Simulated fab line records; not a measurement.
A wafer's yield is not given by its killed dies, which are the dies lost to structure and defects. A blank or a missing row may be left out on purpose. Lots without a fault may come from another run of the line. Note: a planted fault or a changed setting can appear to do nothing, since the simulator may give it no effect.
What tool caused it? ; flow n5 finfet ; Sampling: 24 lots, 72 wafers, 6 of 1938 route steps

## WHAT THE GAUGES SHOWED, per wafer
N5_FIN_SAQP_CD_MEAS_27: the cd target is 20 nm.
lot;measured;on;cd nm (nm)
L074;day 1 23:53;cd sem-03;20.38 20.23 19.91
L075;day 2 06:23;cd sem-03;20.41 20.28 19.96
L076;day 2 11:49;cd sem-03;20.08 20.55 19.95
L077;day 2 18:50;cd sem-03;20.07 20.13 20.30
L078;day 3 01:21;cd sem-01;20.08 19.94 19.93
L079;day 3 07:07;cd sem-02;20.27 20.06 20.49
L080;day 3 17:58;cd sem-03;20.02 20.18 20.07
L081;day 4 09:16;cd sem-03;20.30 20.57 20.21
L082;day 4 09:55;cd sem-03;20.64 20.27 20.34
L083;day 4 10:03;cd sem-01;20.40 20.11 20.08
L084;day 4 13:05;cd sem-01;20.00 20.54 20.26
L085;day 4 20:10;cd sem-03;19.94 20.22 20.30
L086;day 5 00:38;cd sem-02;20.14 20.13 20.53
L087;day 5 08:08;cd sem-01;20.56 20.43 20.27
L088;day 5 14:05;cd sem-02;20.18 20.41 20.55
L089;day 5 20:34;cd sem-03;20.25 20.61 20.28
L090;day 6 02:22;cd sem-03;20.29 20.25 20.21
L091;day 6 06:40;cd sem-02;20.07 20.60 20.35
L092;day 6 12:31;cd sem-03;20.32 20.51 20.85
L093;day 6 21:46;cd sem-03;20.55 20.31 20.26
L094;day 7 02:35;cd sem-01;19.99 20.27 20.06
L095;day 7 08:59;cd sem-02;20.45 19.97 19.85
L096;day 7 13:52;cd sem-03;20.05 20.20 20.31
L097;day 7 20:52;cd sem-01;20.14 20.36 19.94

N5_FIN_SAQP_CD_MEAS_37: the cd target is 8 nm.
lot;measured;on;cd nm (nm)
L074;day 2 01:55;cd sem-01;8.27 8.42 8.07
L075;day 2 08:44;cd sem-03;8.39 7.75 8.22
L076;day 2 14:22;cd sem-01;8.33 7.97 8.34
L077;day 2 20:52;cd sem-02;8.13 7.69 7.84
L078;day 3 03:41;cd sem-01;7.96 8.02 7.82
L079;day 3 09:17;cd sem-03;8.52 8.28 8.14
L080;day 3 19:58;cd sem-01;8.29 8.21 8.08
L081;day 4 11:37;cd sem-01;8.01 8.55 8.00
L082;day 4 12:27;cd sem-01;8.48 8.30 8.08
L083;day 4 12:29;cd sem-02;7.87 7.88 8.22
L084;day 4 15:16;cd sem-02;8.25 7.85 8.36
L085;day 5 00:00;cd sem-02;8.17 7.55 7.67
L086;day 5 02:42;cd sem-01;7.98 8.40 8.41
L087;day 5 10:15;cd sem-02;8.07 7.77 8.46
L088;day 5 16:12;cd sem-01;8.08 8.17 8.02
L089;day 5 22:44;cd sem-01;8.20 8.02 8.25
L090;day 6 04:56;cd sem-03;8.24 8.39 8.38
L091;day 6 09:19;cd sem-01;8.38 8.30 8.23
L092;day 6 14:47;cd sem-01;8.06 8.21 8.11
L093;day 7 00:31;cd sem-01;7.89 7.88 8.15
L094;day 7 05:20;cd sem-03;8.14 8.43 7.53
L095;day 7 11:22;cd sem-02;8.11 8.22 8.01
L096;day 7 17:13;cd sem-01;8.04 8.10 7.97
L097;day 8 01:15;cd sem-02;8.05 8.16 8.33

N5_STI_FIN_REVEAL_THK_MEAS_05.
lot;measured;on;thk nm (nm)
L074;day 2 09:01;film metro-02;130.3 132.2 131.3
L075;day 2 15:41;film metro-02;133.0 131.5 134.1
L076;day 2 21:15;film metro-01;132.7 132.0 131.4
L077;day 3 05:03;film metro-01;132.7 133.0 133.1
L078;day 3 12:01;film metro-02;134.5 132.8 133.2
L079;day 3 21:17;film metro-01;132.9 131.5 134.2
L080;day 4 02:59;film metro-02;131.2 131.3 132.2
L081;day 4 18:56;film metro-02;134.0 131.5 132.1
L082;day 4 19:57;film metro-01;133.2 134.0 132.3
L083;day 4 19:53;film metro-01;133.6 132.9 134.0
L084;day 4 23:07;film metro-01;132.2 134.4 131.5
L085;day 5 07:10;film metro-02;130.2 130.5 131.2
L086;day 5 10:32;film metro-02;132.2 129.2 131.1
L087;day 5 17:58;film metro-01;131.6 132.1 131.4
L088;day 5 23:59;film metro-01;128.9 131.2 129.6
L089;day 6 06:14;film metro-02;129.9 132.7 132.1
L090;day 6 11:58;film metro-01;130.7 132.2 132.1
L091;day 6 17:16;film metro-02;131.9 131.2 130.3
L092;day 6 22:20;film metro-01;134.0 132.0 132.6
L093;day 7 08:19;film metro-01;133.5 132.0 133.8
L094;day 7 12:27;film metro-01;131.2 133.4 131.5
L095;day 7 18:28;film metro-01;131.3 132.5 132.6
L096;day 8 01:18;film metro-02;133.8 132.8 133.2
L097;day 8 08:38;film metro-01;133.3 132.0 132.3

## TOOL THAT RAN EACH LOT (tool first, then ch and the chambers of the sampled wafers, then the start)
lot;N5_FIN_SAQP_RECESS_71;N5_FIN_CUT_ETCH_21;N5_FIN_CUT_CUT_ETCH_26
L074;vapor etch-01 ch 0,1, day 2 00:50;rie diel-03 ch 0,1, day 2 02:41;rie diel-03 ch 0,1, day 2 03:02
L075;vapor etch-02 ch 0,1, day 2 07:29;rie diel-05 ch 0,1,2, day 2 09:25;rie diel-05 ch 0,1,2, day 2 09:46
L076;vapor etch-02 ch 0,1, day 2 13:14;rie diel-03 ch 0,1,2, day 2 15:01;rie diel-03 ch 0,1,2, day 2 15:21
L077;vapor etch-02 ch 0,1, day 2 19:47;rie diel-04 ch 0,1,2, day 2 21:38;rie diel-04 ch 0,1,2, day 2 21:59
L078;vapor etch-02 ch 0,1, day 3 02:26;rie diel-03 ch 1,2, day 3 04:20;rie diel-03 ch 1,2, day 3 04:40
L079;vapor etch-01 ch 0,1, day 3 08:10;rie diel-04 ch 0,1,3, day 3 10:04;rie diel-04 ch 0,1,3, day 3 10:25
L080;vapor etch-01 ch 0,1, day 3 18:51;rie diel-04 ch 0,1,2, day 3 20:44;rie diel-04 ch 0,1,2, day 3 21:05
L081;vapor etch-01 ch 0,1, day 4 10:20;rie diel-05 ch 0,1,2, day 4 12:22;rie diel-05 ch 0,1,2, day 4 12:42
L082;vapor etch-02 ch 0,1, day 4 11:01;rie diel-03 ch 1,3, day 4 13:06;rie diel-03 ch 1,3, day 4 13:26
L083;vapor etch-01 ch 0,1, day 4 11:14;rie diel-05 ch 2,3, day 4 13:29;rie diel-05 ch 2,3, day 4 13:50
L084;vapor etch-02 ch 0,1, day 4 14:03;rie diel-05 ch 1,2, day 4 16:02;rie diel-05 ch 1,2, day 4 16:23
L085;vapor etch-01 ch 0,1, day 4 22:51;rie diel-04 ch 1,2, day 5 00:55;rie diel-04 ch 1,2, day 5 01:16
L086;vapor etch-02 ch 0,1, day 5 01:36;rie diel-04 ch 0,1,2, day 5 04:20;rie diel-04 ch 0,1,2, day 5 04:33
L087;vapor etch-01 ch 0,1, day 5 09:10;rie diel-05 ch 2,3, day 5 11:40;rie diel-05 ch 2,3, day 5 12:00
L088;vapor etch-02 ch 0,1, day 5 14:59;rie diel-05 ch 0,2,3, day 5 16:58;rie diel-05 ch 0,2,3, day 5 17:19
L089;vapor etch-01 ch 1, day 5 21:30;rie diel-05 ch 0,1,2, day 5 23:23;rie diel-05 ch 0,1,2, day 5 23:43
L090;vapor etch-01 ch 0,1, day 6 03:38;rie diel-05 ch 0,1,3, day 6 05:42;rie diel-05 ch 0,1,3, day 6 06:03
L091;vapor etch-02 ch 0,1, day 6 07:49;rie diel-04 ch 0,1,2, day 6 10:07;rie diel-04 ch 0,1,2, day 6 10:28
L092;vapor etch-01 ch 0,1, day 6 13:32;rie diel-03 ch 0,2, day 6 15:43;rie diel-03 ch 0,2, day 6 16:14
L093;vapor etch-02 ch 0,1, day 6 23:20;rie diel-03 ch 0,1,2, day 7 01:18;rie diel-03 ch 0,1,2, day 7 01:39
L094;vapor etch-01 ch 0,1, day 7 04:10;rie diel-04 ch 1,3, day 7 05:59;rie diel-04 ch 1,3, day 7 06:20
L095;vapor etch-01 ch 0,1, day 7 10:15;rie diel-04 ch 1,2, day 7 12:09;rie diel-04 ch 1,2, day 7 12:30
L096;vapor etch-01 ch 0,1, day 7 14:48;rie diel-05 ch 0,2,3, day 7 17:53;rie diel-05 ch 0,2,3, day 7 18:14
L097;vapor etch-02 ch 0,1, day 7 21:48;rie diel-03 ch 0,2,3, day 8 02:01;rie diel-03 ch 0,2,3, day 8 02:22
- N5_FIN_SAQP_RECESS_71: chemistry HF/NH3, target SiO2, target depth 3 nm, afs cycles 1, sublimation time 60 s.
- N5_FIN_CUT_ETCH_21: etches SOC in N2/H2, target depth 219 nm, overetch 43.8 nm, time 523.5 s.
- N5_FIN_CUT_CUT_ETCH_26: etches SiNx in CH3F/O2, target depth 39 nm, time 55.7 s.

## WHAT THE TOOLS THEMSELVES READ (means of the sampled wafers that have a number; where no wafer has one, the mark that the record gives instead)
N5_FIN_SAQP_RECESS_71.
lot;tool;drypump motor current A (A)
L074;vapor etch-01;5.7
L075;vapor etch-02;5.9
L076;vapor etch-02;5.6
L077;vapor etch-02;5.7
L078;vapor etch-02;5.7
L079;vapor etch-01;5.5
L080;vapor etch-01;5.7
L081;vapor etch-01;5.7
L082;vapor etch-02;5.9
L083;vapor etch-01;5.8
L084;vapor etch-02;5.7
L085;vapor etch-01;5.5
L086;vapor etch-02;5.9
L087;vapor etch-01;5.5
L088;vapor etch-02;5.9
L089;vapor etch-01;5.2
L090;vapor etch-01;5.7
L091;vapor etch-02;5.6
L092;vapor etch-01;5.7
L093;vapor etch-02;5.7
L094;vapor etch-01;5.5
L095;vapor etch-01;5.7
L096;vapor etch-01;5.7
L097;vapor etch-02;5.6

N5_FIN_CUT_ETCH_21.
lot;tool;drypump motor current A (A);n2 flow sccm (sccm);oes product au (a.u.);rf vpp V (V);showerhead plenum p Torr (Torr);throttle valve pct (%)
L074;rie diel-03;5.3;199.7;0.78;240.9;2.57;17.56
L075;rie diel-05;6.1;200.4;0.71;240.2;2.51;17.84
L076;rie diel-03;5.6;199.8;0.75;239.8;2.54;17.66
L077;rie diel-04;5.5;200.0;0.72;240.5;2.51;17.92
L078;rie diel-03;5.6;199.7;0.71;239.1;2.43;17.60
L079;rie diel-04;5.4;200.4;0.71;239.5;2.47;17.85
L080;rie diel-04;5.5;199.9;0.72;240.2;2.51;17.93
L081;rie diel-05;6.1;199.9;0.70;240.3;2.51;17.86
L082;rie diel-03;5.5;199.3;0.67;242.0;2.57;17.75
L083;rie diel-05;6.2;199.9;0.69;241.7;2.61;17.86
L084;rie diel-05;6.0;199.6;0.72;240.0;2.56;17.92
L085;rie diel-04;5.5;200.5;0.74;240.7;2.55;17.91
L086;rie diel-04;5.5;200.3;0.72;240.0;2.51;17.94
L087;rie diel-05;6.2;199.7;0.70;240.6;2.57;17.78
L088;rie diel-05;6.2;200.4;0.68;241.0;2.53;17.86
L089;rie diel-05;6.2;199.8;0.69;239.8;2.50;17.88
L090;rie diel-05;6.1;200.2;0.68;240.6;2.53;17.99
L091;rie diel-04;5.5;199.8;0.70;240.1;2.50;17.96
L092;rie diel-03;5.8;200.4;0.73;241.6;2.61;17.87
L093;rie diel-03;5.6;199.5;0.73;240.3;2.53;17.71
L094;rie diel-04;5.7;199.8;0.83;242.0;2.65;17.54
L095;rie diel-04;5.8;200.3;0.68;240.4;2.53;17.96
L096;rie diel-05;6.3;199.8;0.67;240.7;2.53;17.87
L097;rie diel-03;5.8;200.3;0.76;241.9;2.57;17.74

N5_FIN_CUT_CUT_ETCH_26.
lot;tool;drypump motor current A (A);oes_o_777_au (a.u.);oes product au (a.u.);rf vpp V (V);showerhead plenum p Torr (Torr);throttle valve pct (%)
L074;rie diel-03;5.3;0.86;0.85;292;2.02;16.10
L075;rie diel-05;6.1;0.77;0.76;297;1.98;16.33
L076;rie diel-03;5.6;0.83;0.81;291;2.00;16.24
L077;rie diel-04;5.5;0.81;0.79;292;1.99;16.53
L078;rie diel-03;5.6;0.79;0.77;291;1.93;16.28
L079;rie diel-04;5.4;0.79;0.77;293;1.95;16.44
L080;rie diel-04;5.5;0.81;0.79;291;1.99;16.55
L081;rie diel-05;6.2;0.77;0.76;297;1.97;16.35
L082;rie diel-03;5.5;0.74;0.75;302;2.02;16.33
L083;rie diel-05;6.2;0.74;0.76;308;2.06;16.40
L084;rie diel-05;6.0;0.80;0.78;293;2.00;16.37
L085;rie diel-04;5.5;0.82;0.81;293;2.02;16.57
L086;rie diel-04;5.5;0.79;0.78;291;1.98;16.54
L087;rie diel-05;6.2;0.76;0.76;302;2.03;16.31
L088;rie diel-05;6.2;0.74;0.74;305;2.00;16.39
L089;rie diel-05;6.2;0.76;0.74;297;1.97;16.38
L090;rie diel-05;6.1;0.73;0.75;302;1.99;16.48
L091;rie diel-04;5.5;0.78;0.76;291;1.98;16.58
L092;rie diel-03;5.8;0.82;0.80;291;2.04;16.36
L093;rie diel-03;5.6;0.81;0.78;292;1.99;16.29
L094;rie diel-04;5.7;0.92;0.91;300;2.09;16.14
L095;rie diel-04;5.8;0.75;0.74;293;2.00;16.63
L096;rie diel-05;6.2;0.72;0.72;304;1.99;16.42
L097;rie diel-03;5.8;0.84;0.82;295;2.01;16.27

## THE ANSWER, worked out from the rows above alone
Rule: usual is defined by the lots themselves. The widest of any qualifying gaps counts: lots, ordered by their means at a reading, are off when they make up no more than a third of the lots, leave a main group of 4 or more, and stand apart from it by 3 or more times the standard deviation of that group's means. If all means in a main group match to the digits the tables above print for the reading, that group is not used. A lot without any number at a reading at which 4 lots or more have one is off too. Any other lot the step has rows for is counted as sound. First the gauges in route order, then the tools' own readings, where a lot's mean is used as printed above. The first step at which some lot is off is used, and at that step the reading that is off furthest; a lot without a number counts as furthest.
No lot is off at any reading shown: from this, nothing can be told.

## WHAT THE SIMULATOR HAD INSERTED
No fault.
